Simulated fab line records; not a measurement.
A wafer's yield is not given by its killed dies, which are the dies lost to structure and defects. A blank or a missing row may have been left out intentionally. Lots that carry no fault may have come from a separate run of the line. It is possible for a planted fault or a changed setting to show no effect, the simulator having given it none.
Which tool was responsible?	flow n5-finfet	72 wafers from 24 lots sampled at 6 of the route's 1938 steps

WHAT THE GAUGES SHOWED, per wafer
N5_GATE_CUT_INSPECT_15: inspects for defects (brightfield). Usual: 142 for raw-defect-count, sd 42.
lot	measured	on	raw-defect-count	flag
L074	day 4 12:29	defect-inspect-02	137 100 102	
L075	day 4 18:07	defect-inspect-02	161 191 108	
L076	day 5 00:23	defect-inspect-02	95 148 174	
L077	day 5 08:29	defect-inspect-02	98 93 160	
L078	day 5 11:47	defect-inspect-02	166 196 217	
L079	day 5 22:50	defect-inspect-02	147 157 99	
L080	day 6 04:30	defect-inspect-02	132 83 106	
L081	day 6 08:29	defect-inspect-01	95 144 241	
L082	day 6 13:52	defect-inspect-02	138 143 150	
L083	day 6 19:45	defect-inspect-02	220 234 262	
L084	day 7 05:05	defect-inspect-01	113 118 99	
L085	day 7 05:14	defect-inspect-02	153 143 124	
L086	day 7 12:31	defect-inspect-02	125 111 113	
L087	day 7 18:13	defect-inspect-01	78 165 93	
L088	day 8 01:50	defect-inspect-01	101 145 112	
L089	day 8 07:31	defect-inspect-02	145 200 200	
L090	day 8 11:31	defect-inspect-01	134 83 108	
L091	day 8 20:43	defect-inspect-02	174 130 140	
L093	day 9 05:47	defect-inspect-01	129 119 112	
L092	day 9 11:29	defect-inspect-01	72 126 126	
L094	day 9 12:26	defect-inspect-01	154 154 165	
L095	day 9 20:16	defect-inspect-02	151 166 203	
L096	day 10 01:19	defect-inspect-01	154 125 89	
L097	day 10 06:32	defect-inspect-02	144 153 125	

N5_MOL_CONTACT_COAG_OVL_MEAS_85. Usual: VG_OVL gives -0.3 nm (standard deviation 0.68).
lot	measured	on	VG_OVL (nm)	flag
L074	day 5 02:02	overlay-02	0.9 -0.9 -0.2	
L075	day 5 08:09	overlay-02	-0.6 -0.6 -1.1	
L076	day 5 16:54	overlay-02	0.8 -0.1 0.7	
L077	day 6 00:26	overlay-01	0.2 -0.3 -1.2	
L078	day 6 01:32	overlay-02	-1.2 -0.5 0.0	
L079	day 6 15:18	overlay-02	1.1 0.3 0.5	
L080	day 6 19:31	overlay-01	0.6 -0.2 0.8	
L081	day 6 23:36	overlay-01	0.2 0.2 0.9	
L082	day 7 03:29	overlay-02	-0.7 0.1 -0.1	
L083	day 7 08:48	overlay-02	-1.5 -1.6 -0.3	
L084	day 7 19:02	overlay-01	-1.3 -0.9 -0.9	
L085	day 7 21:14	overlay-02	-0.6 0.1 -0.3	
L086	day 8 04:54	overlay-01	-0.3 -0.6 -0.5	
L087	day 8 12:02	overlay-02	-0.7 -0.4 -0.1	
L088	day 8 16:04	overlay-02	-1.2 -0.3 -0.3	
L089	day 8 21:38	overlay-02	1.4 1.4 1.0	
L090	day 9 00:55	overlay-02	0.4 0.1 0.0	
L091	day 9 10:00	overlay-02	-0.9 -0.8 0.3	
L093	day 9 21:07	overlay-02	-0.1 -0.3 -0.7	
L092	day 10 05:07	overlay-02	-0.9 -0.5 -2.0	
L094	day 10 04:57	overlay-02	0.1 -0.3 0.1	
L095	day 10 09:05	overlay-02	-1.4 -1.5 -1.4	
L096	day 10 15:49	overlay-02	-0.5 0.5 0.6	
L097	day 10 21:46	overlay-02	-0.3 -0.9 -1.0	

EACH LOT AND THE TOOL THAT RAN IT (in order: tool; ch and the chambers of the sampled wafers; start)
lot	N5_GATE_CUT_ETCH_19	N5_GATE_CUT_VAPOR_ETCH_48	N5_MOL_CONTACT_COAG_SIL_ANNEAL_21	N5_MOL_CONTACT_COAG_CO_FILL_22
L074	rie-diel-05 ch 0,1, day 4 12:58	rie-metal-02 ch 0,1, day 4 13:16	rtp-anneal-01 ch 0, day 4 18:11	cvd-co-02 ch 0,1,2, day 4 18:36
L075	rie-diel-06 ch 1,2,3, day 4 18:26	rie-metal-02 ch 1, day 4 18:44	rtp-anneal-01 ch 0, day 4 23:42	cvd-co-01 ch 0, day 5 01:45
L076	rie-diel-05 ch 0,1, day 5 00:42	rie-metal-02 ch 0,1, day 5 01:00	rtp-anneal-02 ch 0, day 5 07:53	cvd-co-02 ch 0,1, day 5 08:49
L077	rie-diel-05 ch 0,1, day 5 08:47	rie-metal-01 ch 0,1, day 5 09:05	rtp-anneal-02 ch 0, day 5 16:07	cvd-co-02 ch 1,2, day 5 16:37
L078	rie-diel-05 ch 1,2, day 5 12:07	rie-metal-02 ch 0,1, day 5 12:25	rtp-anneal-01 ch 0, day 5 17:46	cvd-co-02 ch 1,2, day 5 19:07
L079	rie-diel-06 ch 0,1,3, day 5 23:10	rie-metal-03 ch 1, day 5 23:38	rtp-anneal-01 ch 0, day 6 07:12	cvd-co-01 ch 0,2, day 6 07:56
L080	rie-diel-03 ch 0,1,3, day 6 04:49	rie-metal-01 ch 0,1, day 6 05:07	rtp-anneal-02 ch 0, day 6 10:33	cvd-co-01 ch 0,2, day 6 11:32
L081	rie-diel-06 ch 0,1,3, day 6 08:48	rie-metal-02 ch 0,1, day 6 09:05	rtp-anneal-01 ch 0, day 6 15:55	cvd-co-02 ch 0,2, day 6 16:42
L082	rie-diel-05 ch 0,1,2, day 6 14:11	rie-metal-01 ch 0,1, day 6 14:29	rtp-anneal-02 ch 0, day 6 20:07	cvd-co-01 ch 0,1,2, day 6 20:44
L083	rie-diel-06 ch 0,1, day 6 20:14	rie-metal-01 ch 0,1, day 6 20:32	rtp-anneal-02 ch 0, day 7 01:46	cvd-co-01 ch 0,1,2, day 7 02:38
L084	rie-diel-05 ch 1,3, day 7 05:27	rie-metal-02 ch 0,1, day 7 05:44	rtp-anneal-02 ch 0, day 7 11:06	cvd-co-02 ch 0,1,2, day 7 13:25
L085	rie-diel-03 ch 0,2,3, day 7 05:48	rie-metal-02 ch 0,1, day 7 06:05	rtp-anneal-01 ch 0, day 7 13:20	cvd-co-01 ch 0,2, day 7 13:57
L086	rie-diel-03 ch 0,2,3, day 7 13:01	rie-metal-03 ch 0,1, day 7 13:22	rtp-anneal-01 ch 0, day 7 18:32	cvd-co-01 ch 0,1,2, day 7 20:55
L087	rie-diel-03 ch 0,2,3, day 7 18:32	rie-metal-02 ch 0,1, day 7 18:49	rtp-anneal-02 ch 0, day 7 23:29	cvd-co-02 ch 0,1,2, day 8 01:14
L088	rie-diel-03 ch 0,2,3, day 8 02:13	rie-metal-02 ch 0,1, day 8 02:30	rtp-anneal-02 ch 0, day 8 07:15	cvd-co-01 ch 1,2, day 8 08:15
L089	rie-diel-03 ch 0,2,3, day 8 08:01	rie-metal-01 ch 0,1, day 8 08:19	rtp-anneal-01 ch 0, day 8 14:47	cvd-co-01 ch 1,2, day 8 15:22
L090	rie-diel-03 ch 0,1, day 8 11:59	rie-metal-02 ch 0,1, day 8 12:17	rtp-anneal-02 ch 0, day 8 17:19	cvd-co-02 ch 0,2, day 8 18:25
L091	rie-diel-03 ch 0,1,2, day 8 21:02	rie-metal-03 ch 0, day 8 21:19	rtp-anneal-02 ch 0, day 9 02:50	cvd-co-02 ch 1,2, day 9 03:40
L093	rie-diel-06 ch 2,3, day 9 06:14	rie-metal-01 ch 0,1, day 9 06:31	rtp-anneal-02 ch 0, day 9 11:55	cvd-co-01 ch 0,1, day 9 13:43
L092	rie-diel-05 ch 1,2, day 9 11:49	rie-metal-02 ch 0,1, day 9 12:05	rtp-anneal-01 ch 0, day 9 18:19	cvd-co-01 ch 0,2, day 9 21:45
L094	rie-diel-03 ch 0,1,3, day 9 12:46	rie-metal-02 ch 0,1, day 9 13:04	rtp-anneal-02 ch 0, day 9 18:21	cvd-co-02 ch 0,1,2, day 9 21:30
L095	rie-diel-05 ch 0,1,2, day 9 20:35	rie-metal-01 ch 1, day 9 20:52	rtp-anneal-01 ch 0, day 10 01:54	cvd-co-01 ch 0,1,2, day 10 02:28
L096	rie-diel-06 ch 0,1,2, day 10 01:49	rie-metal-01 ch 1, day 10 02:07	rtp-anneal-02 ch 0, day 10 08:21	cvd-co-02 ch 1,2, day 10 09:19
L097	rie-diel-03 ch 0,3, day 10 06:52	rie-metal-03 ch 0,1, day 10 07:09	rtp-anneal-02 ch 0, day 10 12:16	cvd-co-01 ch 1,2, day 10 14:07
- N5_GATE_CUT_ETCH_19: etches SiNx in CH3F/O2, target depth 53.7 nm, time 76.7 s.
- N5_GATE_CUT_VAPOR_ETCH_48: etches TiN in BCl3/Cl2.
- N5_MOL_CONTACT_COAG_SIL_ANNEAL_21: time 60 s.
- N5_MOL_CONTACT_COAG_CO_FILL_22: material Co, precursor CCTBA/H2, target thk 20 nm.

WHAT THE TOOLS THEMSELVES READ (means of the sampled wafers that have a number; where no wafer has one, the mark that the record gives instead)
N5_GATE_CUT_ETCH_19. Usual: for drypump-motor-current-A, 5.79 A with a standard deviation of 0.27; for etch-rf-on-time-s, 76.7 s with a standard deviation of 1.3; for oes_o_777_au, 0.78 a.u. with a standard deviation of 0.09; for oes-product-au, 0.67 a.u. with a standard deviation of 0.074; for rf-vpp-V, 298 V with a standard deviation of 4.4; for showerhead-plenum-p-Torr, 2.02 Torr with a standard deviation of 0.069; for throttle-valve-pct, 16.30 % with a standard deviation of 0.25.
lot	tool	drypump-motor-current-A (A)	etch-rf-on-time-s (s)	oes_o_777_au (a.u.)	oes-product-au (a.u.)	rf-vpp-V (V)	showerhead-plenum-p-Torr (Torr)	throttle-valve-pct (%)	flag
L074	rie-diel-05	5.72	77.2	0.68	0.59	303	2.07	16.36	
L075	rie-diel-06	5.70	76.3	0.83	0.70	298	2.01	16.22	
L076	rie-diel-05	5.83	77.0	0.70	0.60	301	2.07	16.51	
L077	rie-diel-05	5.81	77.1	0.70	0.60	301	2.07	16.52	
L078	rie-diel-05	5.99	77.4	0.71	0.61	293	1.97	16.62	
L079	rie-diel-06	5.79	76.1	0.80	0.69	294	2.01	16.26	
L080	rie-diel-03	5.80	76.9	0.83	0.71	300	2.02	16.17	
L081	rie-diel-06	5.79	76.2	0.79	0.68	294	2.01	16.26	
L082	rie-diel-05	5.86	77.4	0.69	0.59	298	2.01	16.52	
L083	rie-diel-06	5.85	75.9	0.73	0.63	294	2.03	16.48	
L084	rie-diel-05	5.81	76.8	0.79	0.66	299	2.07	16.51	
L085	rie-diel-03	5.60	75.4	0.88	0.75	300	2.04	16.18	
L086	rie-diel-03	5.61	76.5	0.87	0.75	300	2.04	16.18	
L087	rie-diel-03	5.60	75.6	0.87	0.75	300	2.04	16.19	
L088	rie-diel-03	5.59	75.6	0.87	0.74	301	2.03	16.18	
L089	rie-diel-03	5.59	75.3	0.87	0.74	300	2.03	16.19	
L090	rie-diel-03	5.84	76.5	0.85	0.72	300	2.05	16.11	
L091	rie-diel-03	5.90	77.4	0.84	0.71	300	2.08	16.07	
L093	rie-diel-06	5.83	76.0	0.78	0.67	300	1.97	16.31	
L092	rie-diel-05	6.01	77.5	0.69	0.59	292	1.96	16.69	
L094	rie-diel-03	5.80	77.1	0.80	0.68	299	2.02	16.22	
L095	rie-diel-05	5.89	77.7	0.76	0.66	297	2.01	16.41	
L096	rie-diel-06	5.79	77.0	0.74	0.62	297	2.01	16.49	
L097	rie-diel-03	5.51	76.3	0.82	0.70	300	1.97	16.36	

N5_GATE_CUT_VAPOR_ETCH_48. Usual: drypump-motor-current-A 5.9 A, standard deviation 0.31; oes-product-au 0.73 a.u., standard deviation 0.12.
lot	tool	drypump-motor-current-A (A)	oes-product-au (a.u.)	flag
L074	rie-metal-02	6.0	0.63	
L075	rie-metal-02	5.9	0.64	
L076	rie-metal-02	6.1	0.61	
L077	rie-metal-01	6.1	0.80	
L078	rie-metal-02	6.1	0.62	
L079	rie-metal-03	5.4	0.87	
L080	rie-metal-01	5.9	0.80	
L081	rie-metal-02	6.0	0.63	
L082	rie-metal-01	6.1	0.79	
L083	rie-metal-01	5.9	0.80	
L084	rie-metal-02	6.1	0.61	
L085	rie-metal-02	6.0	0.62	
L086	rie-metal-03	5.4	0.87	
L087	rie-metal-02	6.0	0.62	
L088	rie-metal-02	6.1	0.61	
L089	rie-metal-01	6.1	0.78	
L090	rie-metal-02	6.1	0.61	
L091	rie-metal-03	5.5	0.91	
L093	rie-metal-01	5.9	0.77	
L092	rie-metal-02	6.1	0.87	
L094	rie-metal-02	6.0	0.74	
L095	rie-metal-01	5.7	0.77	
L096	rie-metal-01	5.8	0.77	
L097	rie-metal-03	5.5	0.84	

N5_MOL_CONTACT_COAG_SIL_ANNEAL_21. Usual: lamp-power-pct 6.201 %, standard deviation 0.022; lamp_zone_1_pct 6.202 %, standard deviation 0.022; wafer_temp_C_max 552.0, standard deviation 0.52.
lot	tool	lamp-power-pct (%)	lamp_zone_1_pct (%)	wafer_temp_C_max	flag
L074	rtp-anneal-01	6.228	6.226	552.5	
L075	rtp-anneal-01	6.229	6.233	552.4	
L076	rtp-anneal-02	6.180	6.187	551.9	
L077	rtp-anneal-02	6.182	6.182	552.1	
L078	rtp-anneal-01	6.226	6.226	552.4	
L079	rtp-anneal-01	6.224	6.226	553.0	
L080	rtp-anneal-02	6.183	6.173	552.1	
L081	rtp-anneal-01	6.229	6.227	552.5	
L082	rtp-anneal-02	6.178	6.184	552.0	
L083	rtp-anneal-02	6.183	6.179	552.0	
L084	rtp-anneal-02	6.183	6.191	551.7	
L085	rtp-anneal-01	6.229	6.227	552.1	
L086	rtp-anneal-01	6.221	6.229	552.5	
L087	rtp-anneal-02	6.183	6.185	551.8	
L088	rtp-anneal-02	6.182	6.186	552.0	
L089	rtp-anneal-01	6.223	6.233	552.2	
L090	rtp-anneal-02	6.191	6.182	552.0	
L091	rtp-anneal-02	6.180	6.188	551.8	
L093	rtp-anneal-02	6.182	6.183	551.8	
L092	rtp-anneal-01	6.225	6.225	552.1	
L094	rtp-anneal-02	6.185	6.182	551.4	
L095	rtp-anneal-01	6.226	6.225	552.4	
L096	rtp-anneal-02	6.181	6.187	551.6	
L097	rtp-anneal-02	6.176	6.183	551.3	

N5_MOL_CONTACT_COAG_CO_FILL_22. Usual: 227 W for heater-power-w, sd 10.
lot	tool	heater-power-w (W)	flag
L074	cvd-co-02	232	
L075	cvd-co-01	228	
L076	cvd-co-02	221	
L077	cvd-co-02	237	
L078	cvd-co-02	231	
L079	cvd-co-01	227	
L080	cvd-co-01	231	
L081	cvd-co-02	234	
L082	cvd-co-01	225	
L083	cvd-co-01	224	
L084	cvd-co-02	232	
L085	cvd-co-01	229	
L086	cvd-co-01	222	
L087	cvd-co-02	229	
L088	cvd-co-01	220	
L089	cvd-co-01	213	
L090	cvd-co-02	226	
L091	cvd-co-02	231	
L093	cvd-co-01	219	
L092	cvd-co-01	227	
L094	cvd-co-02	234	
L095	cvd-co-01	222	
L096	cvd-co-02	238	
L097	cvd-co-01	219	

THE ANSWER, worked out from the rows above alone
Rule: a lot counts as off when the mean over its wafers that have a number is more than 3 standard deviations away from the usual mean. Also off: a lot with no number at a reading for which 4 or more lots have one. All remaining lots with rows at the step are treated as sound. After the gauges, taken in route order, come the tools' own readings; for these a lot's mean is taken, as printed above. At the first step where some lot is off, the reading lying furthest off is the one used; lots without a number count as furthest.
None of the lots is off at any reading shown; this tells nothing.

WHAT HAD BEEN PUT IN BY THE SIMULATOR
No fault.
